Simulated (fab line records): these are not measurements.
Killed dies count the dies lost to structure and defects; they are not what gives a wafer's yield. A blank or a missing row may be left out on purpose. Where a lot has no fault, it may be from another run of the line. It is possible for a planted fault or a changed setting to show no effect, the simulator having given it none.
fab line records	flow n5Finfet
record: lots: 24	wafers: 72	lastDay: 18
route steps=1938 shown BEOL_M0@730 BEOL_M1@770
lots with no fault: from the same line, run without faults
startH: hours from the record's opening day to when the first of the lot's shown wafers began	waitH: hours from the lot's prior step to this one	" the same as in the row above	L1.1+2: several wafers, shown together as one row	- either no value or no given start	* or withheld: withheld	< > ~ a bound
route shown NAME@n: a module of which the file shows steps, and the number in the route of the first	usual: mean/standard deviation taken from wafers without a fault	same: alike in all rows	chamber/n: place in a boat	sites: per-site readings	_std_site: how widely they spread, as a standard deviation	_edge_site: mean of outer sites minus mean of inner sites	radiusMm: for every site, how far away it sits from the centre of the wafer	mask NAME#n: copy n	behind: the most recent tool/chamber to have shaped the wafer	hold: why the lot went on hold/how many hours it stayed there/how the hold came to an end	device: which transistor (n, p or np) failed to switch	end of line: at the end of the route, the tests of the same wafers	step lacking rows: just its recipe	killed: the dies lost at the first sort to structure and to defects; this is not the yield of the wafer	map: dies across one wafer; x = killed, . = not, _ = none there
set.NAME: the run value of the setting; set.NAME@STEP: its run value at that earlier step	model.NAME: the simulator's own value behind a step, which no gauge read
steps of the route over a sample of lots; a table a step, a row a wafer
services: when a tool's chamber went out of use (startH, in hours from the record's first day, below 0 if earlier), for how many hours, and the reason
== steps ==
step: N5_BEOL_M0_PRE_CLEAN_113
recipe: gas: H2/He	timeS: 30	tempC: 250
usual: heaterPowerW: 321/36
lot.wafer	tool	chamber	startH	waitH	heaterPowerW
L074.1	pvdSputter-01	-	121.51	0.0	375
L074.3	"	-	"	"	290
L074.4	"	-	"	"	313
L075.2	pvdSputter-01	-	127.19	0.0	313
L075.5	"	-	"	"	311
L075.6	"	-	"	"	299
L076.1	pvdSputter-01	-	127.64	0.0	291
L076.2	"	-	"	"	319
L076.4	"	-	"	"	389
L077.1	pvdSputter-01	-	134.11	0.0	290
L077.4	"	-	"	"	315
L077.5	"	-	"	"	310
L078.3	pvdSputter-02	-	138.80	0.0	418
L078.4	"	-	"	"	298
L078.5	"	-	"	"	305
L079.1	pvdSputter-02	-	145.32	0.0	400
L079.3	"	-	"	"	302
L079.4	"	-	"	"	307
L080.2	pvdSputter-01	-	154.51	0.0	303
L080.5	"	-	"	"	315
L080.6	"	-	"	"	299
L081.1	pvdSputter-03	-	160.66	0.0	339
L081.3	"	-	"	"	302
L081.4	"	-	"	"	324
L082.2	pvdSputter-01	-	162.37	0.0	292
L082.4	"	-	"	"	284
L082.5	"	-	"	"	311
L083.1	pvdSputter-02	-	172.15	0.0	305
L083.4	"	-	"	"	303
L083.5	"	-	"	"	310
L084.1	pvdSputter-02	-	180.04	0.0	314
L084.5	"	-	"	"	311
L084.6	"	-	"	"	308
L085.2	pvdSputter-03	-	193.16	0.0	329
L085.3	"	-	"	"	335
L085.4	"	-	"	"	322
L086.1	pvdSputter-03	-	193.24	0.0	304
L086.3	"	-	"	"	334
L086.5	"	-	"	"	266
L087.1	pvdSputter-03	-	201.58	0.0	325
L087.5	"	-	"	"	303
L087.6	"	-	"	"	327
L088.1	pvdSputter-03	-	201.66	0.0	334
L088.2	"	-	"	"	330
L088.5	"	-	"	"	311
L089.1	pvdSputter-01	-	203.33	0.0	377
L089.4	"	-	"	"	312
L089.5	"	-	"	"	294
L090.2	pvdSputter-01	-	219.55	0.0	310
L090.3	"	-	"	"	315
L090.5	"	-	"	"	316
L092.2	pvdSputter-01	-	226.70	0.0	319
L092.4	"	-	"	"	389
L092.5	"	-	"	"	287
L093.3	pvdSputter-02	-	233.65	0.0	307
L093.5	"	-	"	"	412
L093.6	"	-	"	"	306
L094.2	pvdSputter-03	-	234.96	0.0	331
L094.3	"	-	"	"	307
L094.5	"	-	"	"	325
L095.1	pvdSputter-01	-	239.83	0.0	291
L095.4	"	-	"	"	316
L095.6	"	-	"	"	311
L096.2	pvdSputter-02	-	250.86	0.0	296
L096.4	"	-	"	"	423
L096.5	"	-	"	"	416
L097.3	pvdSputter-01	-	256.07	0.0	388
L097.5	"	-	"	"	295
L097.6	"	-	"	"	313
L091.3	pvdSputter-01	-	259.19	0.0	385
L091.4	"	-	"	"	308
L091.5	"	-	"	"	297
step: N5_BEOL_M1_ETCH_64
recipe: chemistry: N2/H2	target: SOC	targetDepthA: 750	overetchA: 150	maskMaterial: SiARC	tempC: 40	timeS: 112.5	ionEnergyEv: 200	pressureMtorr: 30	sourceW: 840	biasW: 150	n2FlowSccm: 200	h2FlowSccm: 200
usual: drypumpMotorCurrentA: 5.8/0.51	oesProductAu: 0.62/0.057	rfVppV: 524.0/2.7	showerheadPlenumPTorr: 2.55/0.092	throttleValvePct: 17.93/0.22
lot.wafer	tool	chamber	startH	waitH	drypumpMotorCurrentA	oesProductAu	rfHoursCounterH	rfVppV	showerheadPlenumPTorr	throttleValvePct
L074.1	rieDiel-03	3	126.15	0.0	5.6	0.58	174	524.5	2.53	17.83
L074.3	"	2	"	"	6.1	0.58	210	527.4	2.63	18.04
L074.4	"	1	"	"	6.1	0.59	156	524.4	2.53	17.80
L075.2	rieDiel-05	3	132.79	0.0	5.1	0.54	235	520.3	2.41	18.16
L075.5	"	3	"	"	5.1	0.54	-	520.5	2.41	18.18
L075.6	"	0	"	"	6.8	0.68	-	528.3	2.68	17.59
L076.1	rieDiel-03	0	133.39	0.0	5.9	0.65	85	525.7	2.58	17.90
L076.2	"	3	"	"	5.7	0.59	176	522.1	2.53	17.84
L076.4	"	2	"	"	6.1	0.57	213	526.8	2.62	18.05
L077.1	rieDiel-03	2	138.62	0.0	6.1	0.58	215	524.6	2.62	18.06
L077.4	"	3	"	"	5.6	0.58	178	522.7	2.53	17.83
L077.5	"	0	"	"	5.9	0.64	-	522.9	2.58	17.91
L078.3	rieDiel-05	2	145.42	0.0	5.1	0.71	24	523.4	2.50	18.05
L078.4	"	3	"	"	5.1	0.54	-	518.3	2.41	18.18
L078.5	"	2	"	"	5.1	0.72	-	521.8	2.50	18.04
L079.1	rieDiel-05	2	150.41	0.0	5.0	0.71	26	521.3	2.50	18.05
L079.3	"	3	"	"	5.1	0.54	240	519.8	2.41	18.17
L079.4	"	1	"	"	5.4	0.62	124	518.9	2.44	17.66
L080.2	rieDiel-06	0	158.57	0.0	5.8	0.56	233	526.0	2.61	18.31
L080.5	"	1	"	"	6.4	0.61	-	526.7	2.67	18.40
L080.6	"	2	"	"	5.4	0.57	-	520.9	2.40	18.00
L081.1	rieDiel-05	0	165.46	0.0	6.8	0.65	90	528.1	2.67	17.61
L081.3	"	2	"	"	5.1	0.70	33	520.6	2.50	18.05
L081.4	"	3	"	"	5.1	0.54	247	519.4	2.41	18.18
L082.2	rieDiel-05	3	166.58	0.0	5.1	0.54	248	521.5	2.41	18.17
L082.4	"	2	"	"	5.1	0.70	34	521.0	2.50	18.06
L082.5	"	0	"	"	6.8	0.65	-	528.7	2.67	17.59
L083.1	rieDiel-05	2	179.09	0.0	5.0	0.70	40	521.3	2.50	18.07
L083.4	"	1	"	"	5.4	0.61	-	521.3	2.43	17.70
L083.5	"	0	"	"	6.8	0.65	-	528.5	2.67	17.61
L084.1	rieDiel-06	2	184.95	0.0	5.5	0.56	241	518.8	2.39	18.04
L084.5	"	2	"	"	5.5	0.56	-	521.2	2.39	18.04
L084.6	"	3	"	"	5.9	0.66	-	521.3	2.48	17.87
L085.2	rieDiel-03	0	198.74	0.0	5.9	0.64	95	525.5	2.58	17.93
L085.3	"	2	"	"	6.1	0.57	221	526.3	2.62	18.07
L085.4	"	3	"	"	5.7	0.58	185	523.7	2.52	17.84
L086.1	rieDiel-03	3	198.96	0.0	5.7	0.58	185	524.3	2.52	17.85
L086.3	"	1	"	"	6.1	0.59	168	523.9	2.53	17.84
L086.5	"	1	"	"	6.1	0.59	-	521.9	2.53	17.83
L087.1	rieDiel-06	3	206.09	0.0	5.9	0.66	90	521.2	2.48	17.88
L087.5	"	2	"	"	5.5	0.56	-	518.2	2.39	18.04
L087.6	"	1	"	"	6.4	0.60	-	527.4	2.66	18.43
L088.1	rieDiel-05	1	206.13	0.0	5.4	0.60	144	520.9	2.43	17.72
L088.2	"	0	"	"	6.8	0.65	108	527.8	2.66	17.62
L088.5	"	0	"	"	6.8	0.64	-	529.5	2.66	17.63
L089.1	rieDiel-05	1	207.90	0.0	5.4	0.61	145	522.4	2.43	17.70
L089.4	"	0	"	"	6.8	0.64	108	527.1	2.66	17.63
L089.5	"	0	"	"	6.8	0.65	-	527.7	2.66	17.65
L090.2	rieDiel-06	1	223.76	0.0	6.3	0.60	169	527.8	2.66	18.43
L090.3	"	3	"	"	5.9	0.66	97	521.8	2.47	17.89
L090.5	"	1	"	"	6.3	0.60	-	525.7	2.66	18.46
L092.2	rieDiel-03	1	233.29	0.0	6.1	0.58	179	522.7	2.52	17.86
L092.4	"	3	"	"	5.6	0.57	194	523.5	2.52	17.86
L092.5	"	2	"	"	6.1	0.57	-	525.7	2.62	18.07
L093.3	rieDiel-05	0	237.05	0.0	6.8	0.64	118	526.6	2.66	17.63
L093.5	"	3	"	"	5.1	0.73	-	528.1	2.72	17.74
L093.6	"	0	"	"	6.8	0.64	-	525.9	2.66	17.64
L094.2	rieDiel-03	0	239.67	0.0	5.9	0.63	109	524.4	2.57	17.94
L094.3	"	3	"	"	5.6	0.57	196	521.9	2.52	17.88
L094.5	"	0	"	"	5.9	0.63	-	524.2	2.57	17.94
L095.1	rieDiel-06	1	243.45	0.0	6.4	0.59	176	525.9	2.66	18.47
L095.4	"	1	"	"	6.4	0.60	-	527.8	2.66	18.45
L095.6	"	0	"	"	5.8	0.74	-	526.3	2.60	17.89
L096.2	rieDiel-03	3	255.84	0.0	5.6	0.56	200	524.2	2.52	17.87
L096.4	"	2	"	"	6.2	0.56	239	525.5	2.61	18.10
L096.5	"	2	"	"	6.1	0.56	-	524.5	2.61	18.10
L097.3	rieDiel-03	3	260.33	0.0	5.6	0.56	202	523.2	2.52	17.88
L097.5	"	0	"	"	5.9	0.62	-	525.1	2.57	17.93
L097.6	"	1	"	"	6.1	0.58	-	522.9	2.52	17.86
L091.3	rieDiel-06	3	263.89	0.0	5.9	0.64	110	521.6	2.47	17.91
L091.4	"	0	"	"	5.8	0.73	17	525.8	2.60	17.92
L091.5	"	0	"	"	5.8	0.72	-	526.6	2.60	17.94
step: N5_BEOL_M1_CD_MEAS_28
recipe: landingEnergyEv: 500	detector: seInlens	targetCdYNm: 23.3
usual: cdNm: 24.09/0.21
lot.wafer	tool	chamber	startH	waitH	cdNm
L074.1	cdSem-01	0	127.08	-	23.80
L074.3	"	0	"	"	23.99
L074.4	"	0	"	"	24.39
L075.2	cdSem-03	0	133.74	-	24.23
L075.5	"	0	"	"	24.37
L075.6	"	0	"	"	24.41
L076.1	cdSem-01	0	134.18	-	24.05
L076.2	"	0	"	"	23.79
L076.4	"	0	"	"	24.03
L077.1	cdSem-02	0	139.52	-	24.22
L077.4	"	0	"	"	24.36
L077.5	"	0	"	"	24.12
L078.3	cdSem-01	0	146.10	-	24.34
L078.4	"	0	"	"	24.29
L078.5	"	0	"	"	23.82
L079.1	cdSem-01	0	151.43	-	24.49
L079.3	"	0	"	"	24.06
L079.4	"	0	"	"	24.35
L080.2	cdSem-01	0	159.25	-	24.12
L080.5	"	0	"	"	24.13
L080.6	"	0	"	"	24.55
L081.1	cdSem-01	0	166.24	-	24.24
L081.3	"	0	"	"	24.13
L081.4	"	0	"	"	24.29
L082.2	cdSem-01	0	167.45	-	24.16
L082.4	"	0	"	"	24.31
L082.5	"	0	"	"	23.90
L083.1	cdSem-01	0	180.25	-	24.06
L083.4	"	0	"	"	24.44
L083.5	"	0	"	"	24.11
L084.1	cdSem-01	0	185.72	-	23.76
L084.5	"	0	"	"	24.03
L084.6	"	0	"	"	24.62
L085.2	cdSem-02	0	199.41	-	24.16
L085.3	"	0	"	"	24.06
L085.4	"	0	"	"	23.87
L086.1	cdSem-01	0	199.77	-	24.20
L086.3	"	0	"	"	24.15
L086.5	"	0	"	"	23.99
L088.1	cdSem-03	0	206.80	-	24.15
L088.2	"	0	"	"	24.43
L088.5	"	0	"	"	24.19
L087.1	cdSem-01	0	206.90	-	24.13
L087.5	"	0	"	"	23.99
L087.6	"	0	"	"	23.95
L089.1	cdSem-02	0	208.70	-	24.02
L089.4	"	0	"	"	24.15
L089.5	"	0	"	"	23.92
L090.2	cdSem-03	0	224.55	-	24.23
L090.3	"	0	"	"	24.24
L090.5	"	0	"	"	24.16
L092.2	cdSem-01	0	234.01	-	24.01
L092.4	"	0	"	"	24.22
L092.5	"	0	"	"	24.03
L093.3	cdSem-02	0	237.72	-	24.22
L093.5	"	0	"	"	23.96
L093.6	"	0	"	"	23.90
L094.2	cdSem-01	0	240.47	-	24.07
L094.3	"	0	"	"	23.45
L094.5	"	0	"	"	24.08
L095.1	cdSem-03	0	244.24	-	24.27
L095.4	"	0	"	"	24.21
L095.6	"	0	"	"	23.98
L096.2	cdSem-02	0	256.51	-	24.15
L096.4	"	0	"	"	23.81
L096.5	"	0	"	"	24.28
L097.3	cdSem-03	0	261.02	-	23.99
L097.5	"	0	"	"	24.30
L097.6	"	0	"	"	23.91
L091.3	cdSem-03	0	264.68	-	23.73
L091.4	"	0	"	"	23.98
L091.5	"	0	"	"	23.92
step: N5_BEOL_M1_ETCH_69
recipe: chemistry: CF4	target: SiARC	targetDepthA: 156	maskMaterial: CAR-EUV	timeS: 26	ionEnergyEv: 80	pressureMtorr: 40	sourceW: 545	biasW: 36	Ar_flow_sccm: 100	cf4FlowSccm: 100	ends: cleared
usual: drypumpMotorCurrentA: 5.7/0.53	etchRfOnTimeS: 26.2/0.68	oesProductAu: 0.68/0.073	rfVppV: 184.1/1.2	showerheadPlenumPTorr: 2.14/0.079	throttleValvePct: 15.69/0.19
lot.wafer	tool	chamber	startH	waitH	drypumpMotorCurrentA	etchRfOnTimeS	oesProductAu	rfHoursCounterH	rfVppV	showerheadPlenumPTorr	throttleValvePct
L074.1	rieDiel-05	3	127.26	0.0	5.1	27.2	0.57	233	183.2	2.03	15.88
L074.3	"	1	"	"	5.4	26.2	0.67	117	183.9	2.05	15.48
L074.4	"	0	"	"	6.8	26.2	0.73	77	184.7	2.26	15.40
L075.2	rieDiel-03	2	133.92	0.0	6.1	26.5	0.61	213	185.2	2.21	15.92
L075.5	"	1	"	"	6.1	26.1	0.64	-	184.2	2.15	15.66
L075.6	"	0	"	"	5.9	25.7	0.70	-	184.2	2.17	15.62
L076.1	rieDiel-06	0	134.72	0.0	5.8	26.6	0.60	224	185.6	2.21	16.16
L076.2	"	2	"	"	5.4	25.5	0.62	218	181.6	2.04	15.83
L076.4	"	3	"	"	5.9	27.3	0.72	60	184.2	2.09	15.61
L077.1	rieDiel-05	3	139.70	0.0	5.1	27.2	0.57	237	182.5	2.03	15.91
L077.4	"	2	"	"	5.1	25.1	0.79	23	182.0	2.10	15.63
L077.5	"	1	"	"	5.4	26.0	0.67	-	183.8	2.05	15.49
L078.3	rieDiel-05	2	146.27	0.0	5.1	25.3	0.78	24	184.6	2.10	15.62
L078.4	"	3	"	"	5.1	27.1	0.57	-	184.4	2.03	15.90
L078.5	"	1	"	"	5.4	26.1	0.66	-	182.5	2.05	15.50
L079.1	rieDiel-05	1	152.13	0.0	5.4	26.4	0.66	125	182.3	2.05	15.48
L079.3	"	0	"	"	6.8	26.7	0.71	84	185.3	2.26	15.43
L079.4	"	2	"	"	5.0	25.6	0.77	27	183.2	2.10	15.63
L080.2	rieDiel-05	1	159.71	0.0	5.4	26.0	0.67	128	182.1	2.05	15.51
L080.5	"	1	"	"	5.4	26.2	0.66	-	182.6	2.05	15.49
L080.6	"	0	"	"	6.8	26.1	0.71	-	185.0	2.25	15.44
L081.1	rieDiel-05	0	166.44	0.0	6.8	25.9	0.72	91	185.2	2.25	15.43
L081.3	"	3	"	"	5.1	26.8	0.57	248	181.9	2.02	15.92
L081.4	"	1	"	"	5.4	26.0	0.66	131	182.0	2.05	15.52
L082.2	rieDiel-05	1	167.63	0.0	5.4	26.1	0.66	132	182.9	2.05	15.50
L082.4	"	0	"	"	6.8	26.1	0.71	91	186.6	2.25	15.45
L082.5	"	2	"	"	5.0	24.9	0.78	-	182.9	2.10	15.64
L083.1	rieDiel-05	2	181.36	0.0	5.0	25.2	0.76	41	182.9	2.10	15.66
L083.4	"	0	"	"	6.8	26.1	0.71	-	185.0	2.25	15.45
L083.5	"	2	"	"	5.1	25.2	0.76	-	184.6	2.10	15.64
L084.1	rieDiel-06	1	185.99	0.0	6.3	26.0	0.65	155	183.5	2.22	15.92
L084.5	"	3	"	"	5.9	27.0	0.71	-	183.6	2.09	15.66
L084.6	"	0	"	"	5.8	26.4	0.59	-	184.4	2.20	16.21
L085.2	rieDiel-05	2	199.58	0.0	5.0	25.1	0.74	50	182.7	2.09	15.67
L085.3	"	1	"	"	5.4	25.9	0.65	143	183.1	2.04	15.52
L085.4	"	0	"	"	6.8	26.1	0.70	106	184.6	2.25	15.47
L086.1	rieDiel-06	3	200.04	0.0	5.9	27.1	0.70	88	183.6	2.08	15.68
L086.3	"	1	"	"	6.3	26.0	0.65	160	185.6	2.22	15.92
L086.5	"	3	"	"	5.9	27.0	0.70	-	183.4	2.08	15.68
L088.1	rieDiel-05	1	206.97	0.0	5.4	26.0	0.65	144	183.9	2.04	15.53
L088.2	"	0	"	"	6.8	26.6	0.69	108	185.5	2.25	15.48
L088.5	"	3	"	"	5.1	25.8	0.81	-	185.7	2.27	15.44
L087.1	rieDiel-03	3	207.23	0.0	5.6	26.7	0.61	187	182.7	2.14	15.81
L087.5	"	2	"	"	6.1	27.9	0.59	-	184.5	2.21	15.95
L087.6	"	3	"	"	5.6	26.8	0.61	-	183.0	2.14	15.79
L089.1	rieDiel-03	2	208.87	0.0	6.1	26.6	0.60	225	183.8	2.21	15.96
L089.4	"	3	"	"	5.7	25.9	0.62	187	184.2	2.14	15.80
L089.5	"	3	"	"	5.6	26.3	0.62	-	184.0	2.14	15.79
L090.2	rieDiel-03	3	224.73	0.0	5.6	26.3	0.62	191	184.1	2.14	15.81
L090.3	"	2	"	"	6.1	27.0	0.60	229	183.9	2.21	15.95
L090.5	"	2	"	"	6.1	27.3	0.59	-	184.1	2.21	15.97
L092.2	rieDiel-06	2	234.18	0.0	5.4	24.6	0.85	1	185.5	2.28	15.37
L092.4	"	3	"	"	5.9	27.1	0.69	100	183.9	2.08	15.70
L092.5	"	3	"	"	5.9	26.9	0.69	-	183.1	2.08	15.69
L093.3	rieDiel-03	1	237.89	0.0	6.1	26.7	0.62	181	183.5	2.14	15.70
L093.5	"	1	"	"	6.1	26.4	0.63	-	186.0	2.14	15.71
L093.6	"	0	"	"	5.9	26.0	0.68	-	185.0	2.16	15.66
L094.2	rieDiel-03	2	240.64	0.0	6.1	26.7	0.60	234	184.9	2.20	15.96
L094.3	"	0	"	"	5.9	25.7	0.68	109	184.0	2.16	15.66
L094.5	"	1	"	"	6.1	26.2	0.63	-	182.6	2.14	15.70
L095.1	rieDiel-06	3	244.42	0.0	5.9	27.3	0.68	104	183.5	2.08	15.70
L095.4	"	0	"	"	5.8	26.2	0.79	-	184.6	2.19	15.73
L095.6	"	3	"	"	5.9	27.1	0.69	-	183.8	2.08	15.71
L096.2	rieDiel-06	2	256.68	0.0	5.4	24.8	0.84	3	185.6	2.28	15.40
L096.4	"	3	"	"	5.9	27.1	0.68	107	184.8	2.08	15.72
L096.5	"	2	"	"	5.4	24.8	0.83	-	187.1	2.28	15.39
L097.3	rieDiel-06	2	261.25	0.0	5.4	25.1	0.82	4	185.6	2.28	15.39
L097.5	"	2	"	"	5.4	25.0	0.83	-	185.1	2.28	15.40
L097.6	"	1	"	"	6.3	26.5	0.63	-	186.2	2.21	15.97
L091.3	rieDiel-05	2	264.85	0.0	5.0	25.6	0.72	69	183.9	2.09	15.70
L091.4	"	1	"	"	5.4	26.6	0.63	162	185.5	2.04	15.57
L091.5	"	2	"	"	5.0	25.2	0.73	-	182.4	2.09	15.72
step: N5_BEOL_M1_TRENCH_ETCH_37
recipe: chemistry: C4F6/O2	targetDepthA: 552.07	target: SiOC	timeS: 29	ionEnergyEv: 250	pressureMtorr: 30	sourceW: 355	biasW: 185	Ar_flow_sccm: 300	C4F6_flow_sccm: 10	O2_flow_sccm: 10
usual: drypumpMotorCurrentA: 5.8/0.59	oesProductAu: 0.78/0.074	rfVppV: 671/10	showerheadPlenumPTorr: 2.85/0.11	throttleValvePct: 20.96/0.18
lot.wafer	tool	chamber	startH	waitH	drypumpMotorCurrentA	oesProductAu	rfHoursCounterH	rfVppV	showerheadPlenumPTorr	throttleValvePct
L074.1	rieDiel-05	3	-	-	5.1	0.67	233	678	2.69	21.06
L074.3	"	1	"	"	5.4	0.78	118	662	2.73	20.67
L074.4	"	0	"	"	6.8	0.85	78	684	3.01	20.74
L075.2	rieDiel-03	2	-	-	6.1	0.71	213	668	2.93	21.08
L075.5	"	1	"	"	6.1	0.74	-	665	2.87	21.00
L075.6	"	2	"	"	6.1	0.71	-	669	2.93	21.07
L076.1	rieDiel-05	2	-	-	5.0	0.92	22	670	2.80	20.99
L076.2	"	0	"	"	6.8	0.85	81	685	3.01	20.74
L076.4	"	1	"	"	5.4	0.79	121	662	2.72	20.70
L077.1	rieDiel-05	0	-	-	6.8	0.84	81	686	3.01	20.74
L077.4	"	3	"	"	5.1	0.67	-	677	2.69	21.08
L077.5	"	2	"	"	5.0	0.92	-	669	2.80	20.99
L078.3	rieDiel-06	1	-	-	6.3	0.78	141	683	2.96	21.22
L078.4	"	0	"	"	5.8	0.71	228	678	2.92	21.36
L078.5	"	2	"	"	5.4	0.73	-	659	2.72	21.15
L079.1	rieDiel-05	3	-	-	5.1	0.67	242	676	2.69	21.07
L079.3	"	2	"	"	5.1	0.91	28	671	2.80	21.02
L079.4	"	0	"	"	6.8	0.84	85	684	3.01	20.76
L080.2	rieDiel-05	0	-	-	6.8	0.83	88	684	3.01	20.73
L080.5	"	1	"	"	5.4	0.77	-	661	2.72	20.71
L080.6	"	0	"	"	6.8	0.84	-	685	3.00	20.74
L081.1	rieDiel-05	1	-	-	5.4	0.77	133	659	2.72	20.70
L081.3	"	3	"	"	5.1	0.66	250	677	2.68	21.09
L081.4	"	0	"	"	6.8	0.84	93	686	3.00	20.76
L082.2	rieDiel-05	2	-	-	5.0	0.89	40	668	2.79	21.01
L082.4	"	2	"	"	5.1	0.89	-	667	2.79	21.03
L082.5	"	0	"	"	6.8	0.83	-	684	3.00	20.76
L083.1	rieDiel-05	2	-	-	5.1	0.88	46	668	2.79	21.04
L083.4	"	2	"	"	5.1	0.88	-	667	2.79	21.03
L083.5	"	0	"	"	6.8	0.82	-	685	3.00	20.78
L084.1	rieDiel-06	1	-	-	6.4	0.76	158	682	2.95	21.24
L084.5	"	0	"	"	5.8	0.69	-	678	2.91	21.40
L084.6	"	1	"	"	6.3	0.77	-	682	2.95	21.24
L085.2	rieDiel-03	2	-	-	6.1	0.71	222	669	2.92	21.09
L085.3	"	3	"	"	5.7	0.72	186	653	2.84	20.97
L085.4	"	1	"	"	6.1	0.74	169	667	2.87	21.02
L086.1	rieDiel-06	1	-	-	6.3	0.75	163	682	2.95	21.23
L086.3	"	3	"	"	5.9	0.81	90	670	2.78	21.00
L086.5	"	1	"	"	6.4	0.76	-	681	2.95	21.25
L087.1	rieDiel-05	1	-	-	5.4	0.77	146	660	2.71	20.73
L087.5	"	1	"	"	5.4	0.76	-	661	2.71	20.71
L087.6	"	2	"	"	5.1	0.87	-	669	2.79	21.05
L088.1	rieDiel-06	1	-	-	6.3	0.76	165	682	2.95	21.25
L088.2	"	3	"	"	5.9	0.82	93	666	2.78	21.00
L088.5	"	1	"	"	6.3	0.77	-	682	2.95	21.26
L089.1	rieDiel-03	3	-	-	5.6	0.70	189	653	2.83	20.99
L089.4	"	0	"	"	5.9	0.80	100	674	2.89	21.04
L089.5	"	0	"	"	5.9	0.81	-	675	2.89	21.03
L090.2	rieDiel-03	2	-	-	6.1	0.70	229	668	2.92	21.10
L090.3	"	0	"	"	5.9	0.80	104	673	2.89	21.03
L090.5	"	0	"	"	5.9	0.80	-	675	2.89	21.05
L092.2	rieDiel-05	1	-	-	5.4	0.75	154	661	2.71	20.73
L092.4	"	3	"	"	5.1	0.95	13	687	3.02	20.71
L092.5	"	2	"	"	5.0	0.86	-	669	2.78	21.05
L093.3	rieDiel-03	3	-	-	5.6	0.71	195	651	2.83	20.99
L093.5	"	3	"	"	5.6	0.71	-	653	2.83	20.98
L093.6	"	2	"	"	6.1	0.69	-	667	2.92	21.11
L094.2	rieDiel-05	3	-	-	5.1	0.92	16	687	3.02	20.73
L094.3	"	0	"	"	6.8	0.80	119	685	2.99	20.78
L094.5	"	3	"	"	5.1	0.93	-	688	3.02	20.70
L095.1	rieDiel-03	3	-	-	5.6	0.71	199	653	2.83	21.00
L095.4	"	0	"	"	5.9	0.79	112	674	2.88	21.05
L095.6	"	1	"	"	6.1	0.73	-	666	2.86	21.05
L096.2	rieDiel-05	1	-	-	5.4	0.74	160	660	2.71	20.72
L096.4	"	0	"	"	6.8	0.80	123	685	2.99	20.79
L096.5	"	0	"	"	6.8	0.79	-	684	2.99	20.80
L097.3	rieDiel-03	1	-	-	6.1	0.72	191	666	2.86	21.05
L097.5	"	1	"	"	6.1	0.72	-	664	2.86	21.07
L097.6	"	2	"	"	6.1	0.69	-	667	2.91	21.12
L091.3	rieDiel-05	2	-	-	5.0	0.84	71	667	2.78	21.07
L091.4	"	3	"	"	5.1	0.90	25	688	3.01	20.74
L091.5	"	1	"	"	5.4	0.74	-	660	2.71	20.75
step: N5_BEOL_M1_SURFACE_TREAT_85
recipe: gas: Ar	timeS: *	ionEnergyEv: *	ionCurrentMaCm2: 0.5	pressureMtorr: *	arFlowSccm: 30
usual: throttleValvePct: *
lot.wafer	tool	chamber	startH	waitH	throttleValvePct
L074.1	pvdSputter-01	-	129.87	0.4	*
L074.3	"	-	"	"	*
L074.4	"	-	"	"	*
L075.2	pvdSputter-03	-	135.19	0.1	*
L075.5	"	-	"	"	*
L075.6	"	-	"	"	*
L076.1	pvdSputter-01	-	138.94	0.3	*
L076.2	"	-	"	"	*
L076.4	"	-	"	"	*
L077.1	pvdSputter-03	-	141.95	0.2	*
L077.4	"	-	"	"	*
L077.5	"	-	"	"	*
L078.3	pvdSputter-02	-	149.85	0.2	*
L078.4	"	-	"	"	*
L078.5	"	-	"	"	*
L079.1	pvdSputter-02	-	155.53	0.1	*
L079.3	"	-	"	"	*
L079.4	"	-	"	"	*
L080.2	pvdSputter-03	-	161.96	0.1	*
L080.5	"	-	"	"	*
L080.6	"	-	"	"	*
L081.1	pvdSputter-01	-	172.46	0.2	*
L081.3	"	-	"	"	*
L081.4	"	-	"	"	*
L082.2	pvdSputter-02	-	179.96	0.2	*
L082.4	"	-	"	"	*
L082.5	"	-	"	"	*
L083.1	pvdSputter-01	-	190.15	0.1	*
L083.4	"	-	"	"	*
L083.5	"	-	"	"	*
L084.1	pvdSputter-03	-	195.42	0.1	*
L084.5	"	-	"	"	*
L084.6	"	-	"	"	*
L085.2	pvdSputter-01	-	202.13	0.1	*
L085.3	"	-	"	"	*
L085.4	"	-	"	"	*
L086.1	pvdSputter-01	-	208.23	0.1	*
L086.3	"	-	"	"	*
L086.5	"	-	"	"	*
L087.1	pvdSputter-02	-	213.95	1.6	*
L087.5	"	-	"	"	*
L087.6	"	-	"	"	*
L088.1	pvdSputter-03	-	215.63	0.4	*
L088.2	"	-	"	"	*
L088.5	"	-	"	"	*
L089.1	pvdSputter-03	-	215.67	0.3	*
L089.4	"	-	"	"	*
L089.5	"	-	"	"	*
L090.2	pvdSputter-01	-	226.74	0.2	*
L090.3	"	-	"	"	*
L090.5	"	-	"	"	*
L092.2	pvdSputter-01	-	236.30	0.2	*
L092.4	"	-	"	"	*
L092.5	"	-	"	"	*
L093.3	pvdSputter-01	-	239.95	0.2	*
L093.5	"	-	"	"	*
L093.6	"	-	"	"	*
L094.2	pvdSputter-03	-	248.26	0.5	*
L094.3	"	-	"	"	*
L094.5	"	-	"	"	*
L095.1	pvdSputter-01	-	250.63	0.3	*
L095.4	"	-	"	"	*
L095.6	"	-	"	"	*
L096.2	pvdSputter-01	-	259.55	0.3	*
L096.4	"	-	"	"	*
L096.5	"	-	"	"	*
L097.3	pvdSputter-03	-	273.94	0.2	*
L097.5	"	-	"	"	*
L097.6	"	-	"	"	*
L091.3	pvdSputter-01	-	274.69	0.2	*
L091.4	"	-	"	"	*
L091.5	"	-	"	"	*
== services ==
tool	chamber	startH	hours	kind
pvdSputter-03	-	108.54	2.4	repair
rieDiel-03	1	111.25	11.3	repair
rieDiel-05	1	140.23	4.2	repair
rieDiel-05	0	144.19	3.1	repair
rieDiel-03	1	156.24	7.0	repair
rieDiel-03	2	158.64	5.7	repair
rieDiel-06	1	171.06	6.3	repair
rieDiel-05	3	172.48	-	clean
rieDiel-05	3	172.48	-	consumableReplace:focusRing
rieDiel-05	3	172.48	-	consumableReplace:showerhead
rieDiel-05	3	172.48	17.5	scheduledDown
rieDiel-05	3	172.48	17.5	ventCycle
rieDiel-05	1	185.48	11.0	repair
rieDiel-06	0	198.60	-	clean
rieDiel-06	0	198.60	-	consumableReplace:focusRing
rieDiel-06	0	198.60	18.2	scheduledDown
rieDiel-06	0	198.60	18.2	ventCycle
rieDiel-03	3	202.61	2.6	repair
pvdSputter-02	-	205.02	2.0	repair
rieDiel-06	2	216.82	-	clean
rieDiel-06	2	216.82	-	consumableReplace:focusRing
rieDiel-06	-	230.51	0.5	repair
rieDiel-06	2	237.70	13.5	repair
pvdSputter-01	-	246.25	3.0	repair
== key ==
fault none
